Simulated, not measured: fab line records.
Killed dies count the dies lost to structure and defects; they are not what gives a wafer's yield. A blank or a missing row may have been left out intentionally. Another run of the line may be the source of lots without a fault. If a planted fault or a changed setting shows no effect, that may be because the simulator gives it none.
Matching of chambers | flow nandHarc | NHARC_A_CHANNEL_HOLE_D2_DEP_01 on pecvd-03: 3 sister chambers
The step deposits SiON, target thk 140 nm. 20 wafers are shown with their chamber, then 10 later ones without.

## WAFERS PAIRED WITH THEIR CHAMBERS
wafer  | chamber | heaterPowerW (W) | rfFwdPowerW (W)
L075.3 | 1       | 712              | 348.0
L075.5 | 1       | 713              | 346.7
L075.6 | 2       | 736              | 348.9
L079.3 | 1       | 701              | 349.6
L079.4 | 2       | 742              | 348.5
L079.5 | 0       | 652              | 346.7
L082.1 | 2       | 746              | 351.5
L082.5 | 1       | 730              | 347.1
L082.6 | 0       | 604              | 348.5
L087.1 | 0       | 688              | 347.3
L087.2 | 1       | 670              | 350.5
L087.3 | 1       | 668              | 348.9
L089.3 | 0       | 635              | 348.5
L089.5 | 2       | 714              | 349.5
L089.6 | 1       | 706              | 347.9
L090.1 | 0       | 674              | 347.9
L090.2 | 1       | 639              | 348.4
L090.3 | 2       | 712              | 349.2
L094.1 | 2       | 640              | 348.9
L094.3 | 0       | 617              | 348.8

SIGNATURES, as means of the wafers listed above
reading      | chamber 0 | chamber 1 | chamber 2 | scatter within a chamber
heaterPowerW | 645.00    | 692.38    | 715.00    | 33.9
rfFwdPowerW  | 347.950   | 348.387   | 349.417   | 1.09
Rule: distance of a wafer from a chamber = root of the sum over the readings of ((wafer's reading minus chamber's mean) / reading's scatter) squared. The wafer belongs to the nearest chamber; if the next one is less than 2 further off, it can't be placed. The scatter: take each reading less its chamber's mean, square it, sum over the shown wafers, divide by the number of wafers less the number of chambers, and take the root.

## WAFERS WHOSE CHAMBER IS MISSING
wafer  | heaterPowerW (W) | rfFwdPowerW (W)
L094.4 | 648              | 348.6
L095.1 | 734              | 348.3
L095.3 | 655              | 348.3
L095.4 | 721              | 347.4
L093.2 | 721              | 348.2
L093.4 | 717              | 347.7
L093.6 | 714              | 349.4
L096.1 | 742              | 348.9
L096.4 | 658              | 349.3
L096.6 | 740              | 347.8

## WHICH CHAMBER EACH ONE RAN IN
wafer  | from the rows above          | in truth
L094.4 | can't be placed: 0 or 1 or 2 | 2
L095.1 | can't be placed: 2 or 1 or 0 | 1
L095.3 | can't be placed: 0 or 1 or 2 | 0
L095.4 | can't be placed: 1 or 2 or 0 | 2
L093.2 | can't be placed: 1 or 2 or 0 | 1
L093.4 | can't be placed: 1 or 2 or 0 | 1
L093.6 | can't be placed: 2 or 1      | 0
L096.1 | can't be placed: 2 or 1      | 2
L096.4 | can't be placed: 0 or 1 or 2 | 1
L096.6 | can't be placed: 1 or 2 or 0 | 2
0 of 10 placed correctly. Cannot be placed on the basis of these rows: 10; the candidates contain the true chamber in 9. Wrongly placed: 0.
